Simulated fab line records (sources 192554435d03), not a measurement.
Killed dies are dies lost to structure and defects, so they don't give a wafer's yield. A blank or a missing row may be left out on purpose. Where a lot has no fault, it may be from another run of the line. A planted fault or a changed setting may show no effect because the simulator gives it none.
Split-lot study -- flow n5Finfet -- 39 wafers read across 7 lots, on a route 1938 steps long

== ON THE SPLIT ==
At N5_BEOL_M8_TRENCH_ETCH_37 (etches SiCOH lowk in C4F6/O2, target depth 93.478 nm, time 31.2 s), the setting timeS was moved away from the recipe's 31.2 s on 18 of the 39 wafers read, by -44.7% to +57.1%. The other wafers ran this setting at the recipe's value.

== FROM THE SPLIT TO THE READING: what the file shows between them, 8 steps ==
- N5_BEOL_M8_ETCH_41: etches SiCN in CH3F/O2, target depth 31.9 nm, time 57.8 s
- N5_BEOL_M8_STRIP_80: strips in N2/H2, time 10 s
- N5_BEOL_M8_OCD_MEAS_38
- N5_BEOL_M8_HM_STRIP_39: strips TiN in peroxide tin strip, target depth 25 nm, time 158 s
- N5_BEOL_M8_SRD_40: time 30 s
- N5_BEOL_M8_ECD_50: material Cu, target thk 300 nm
- N5_BEOL_M8_ANNEAL_51: time 90 s
- N5_BEOL_M8_CMP_52: polishes, stops on SiCOH lowk, t overpolish 6.9 s, target thk 80 nm

== THE READING ==
M8_THK, in nm, at N5_BEOL_M8_THK_MEAS_53 (measures by xrf). Fault-free wafers of this fab line usually give 81.1 nm, standard deviation 1.9 nm.

wafer,"tool, chamber at the split","timeS as run, s",against the recipe,"M8_THK, nm",against lot-mates on the recipe
L078.1,"rieDiel-01, 2",31.2,recipe,80.9,-
L078.2,"rieDiel-01, 1",31.2,recipe,87.5,-
L078.4,"rieDiel-01, 3",31.2,recipe,84.4,-
L076.1,"rieDiel-03, 1",40.77,+30.7%,111.5,+28.1
L076.2,"rieDiel-03, 3",40.77,+30.7%,109.1,+25.7
L076.3,"rieDiel-03, 0",31.2,recipe,82.6,-
L076.4,"rieDiel-03, 2",31.2,recipe,83.5,-
L076.5,"rieDiel-03, 1",40.77,+30.7%,112.1,+28.7
L076.6,"rieDiel-03, 2",31.2,recipe,84.0,-
L080.1,"rieDiel-05, 0",37.03,+18.7%,96.0,+16.9
L080.2,"rieDiel-05, 1",37.03,+18.7%,98.1,+19.0
L080.3,"rieDiel-05, 3",31.2,recipe,79.8,-
L080.4,"rieDiel-05, 2",37.03,+18.7%,95.8,+16.7
L080.5,"rieDiel-05, 2",31.2,recipe,78.8,-
L080.6,"rieDiel-05, 3",31.2,recipe,78.7,-
L083.1,"rieDiel-01, 0",31.2,recipe,81.0,-
L083.2,"rieDiel-01, 1",47.21,+51.3%,132.3,+50.7
L083.3,"rieDiel-01, 3",47.21,+51.3%,128.7,+47.1
L083.4,"rieDiel-01, 1",31.2,recipe,82.4,-
L083.5,"rieDiel-01, 0",31.2,recipe,81.5,-
L083.6,"rieDiel-01, 3",47.21,+51.3%,130.1,+48.5
L088.1,"rieDiel-03, 1",31.2,recipe,80.6,-
L088.2,"rieDiel-03, 3",31.2,recipe,79.1,-
L088.3,"rieDiel-03, 2",17.24,-44.7%,41.2,-38.9
L088.4,"rieDiel-03, 1",17.24,-44.7%,38.8,-41.3
L088.5,"rieDiel-03, 2",17.24,-44.7%,39.4,-40.7
L088.6,"rieDiel-03, 3",31.2,recipe,80.6,-
L089.1,"rieDiel-03, 3",31.2,recipe,79.8,-
L089.2,"rieDiel-03, 2",31.2,recipe,81.0,-
L089.3,"rieDiel-03, 1",49.03,+57.1%,137.9,+57.7
L089.4,"rieDiel-03, 0",49.03,+57.1%,136.0,+55.8
L089.5,"rieDiel-03, 2",49.03,+57.1%,136.2,+56.0
L089.6,"rieDiel-03, 3",31.2,recipe,79.9,-
L093.1,"rieDiel-03, 3",48.15,+54.3%,129.4,+48.1
L093.2,"rieDiel-03, 1",31.2,recipe,80.9,-
L093.3,"rieDiel-03, 0",48.15,+54.3%,133.7,+52.4
L093.4,"rieDiel-03, 2",48.15,+54.3%,133.3,+52.0
L093.5,"rieDiel-03, 2",31.2,recipe,82.0,-
L093.6,"rieDiel-03, 1",31.2,recipe,81.0,-

FIT RESULTS
A straight line over all 39 wafers: M8_THK changes by +0.945 nm for each +1% of timeS; r = +1.00; the points scatter about the line by 2 nm.
The same after taking each lot's own level away (the mean of its wafers on the recipe; 39 wafers): +0.941 nm for each +1%; r = +1.00; scatter 1.6 nm.
Per that fit: largest timeS move, reading shift of 54 nm.
The lots' own levels span 79.10 to 84.27 nm, that is 2.7 times the standard deviation above.
So the lot-to-lot level changes the slope little: the two slopes agree.
Check: with one of the wafers moved furthest among these (+57.1%) left out of the fit, the line predicts +53.6 nm for it against its lot-mates. It came out at +57.7 nm against them.

== THE WHOLE CHAIN: every reading that the file lists as answering this split, in the file's order ==
step,what it does,reading,change (the file's fit),r (the file's)
N5_BEOL_M8_TRENCH_ETCH_37,"etches SiCOH lowk in C4F6/O2, target depth 93.478 nm, time 31.2 s","etch.depthNm (the simulator's own value, which no gauge read)",+0.948 nm for each +1% of the setting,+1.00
N5_BEOL_M8_TRENCH_ETCH_37,"etches SiCOH lowk in C4F6/O2, target depth 93.478 nm, time 31.2 s","BEOL_M8.featureDepthNm (the simulator's own value, which no gauge read)",+0.948 nm for each +1% of the setting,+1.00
N5_BEOL_M8_TRENCH_ETCH_37,"etches SiCOH lowk in C4F6/O2, target depth 93.478 nm, time 31.2 s","TiN_of_BEOL_M8_HM_DEP_02.thkNm (the simulator's own value, which no gauge read)",-0.0281 nm for each +1% of the setting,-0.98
N5_BEOL_M8_OCD_MEAS_38,,trenchDepthNm,+0.95 nm for each +1% of the setting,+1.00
N5_BEOL_M8_CMP_52,"polishes, stops on SiCOH lowk, t overpolish 6.9 s, target thk 80 nm","Cu_of_BEOL_M8_ECD_50.thkNm (the simulator's own value, which no gauge read)",+0.949 nm for each +1% of the setting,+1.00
N5_BEOL_M8_THK_MEAS_53,measures by xrf,M8_THK,+0.944 for each +1% of the setting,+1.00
N5_BEOL_M8_RS_MEAS_57,measures by four-point-probe,M8_RS,"not straight: 0.672 at the lowest setting, 0.278 at the recipe, 0.155 at the highest",not given

== FILE'S OWN FIT ==
M8_THK changes by +0.944 nm for each +1% of timeS, r = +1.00.
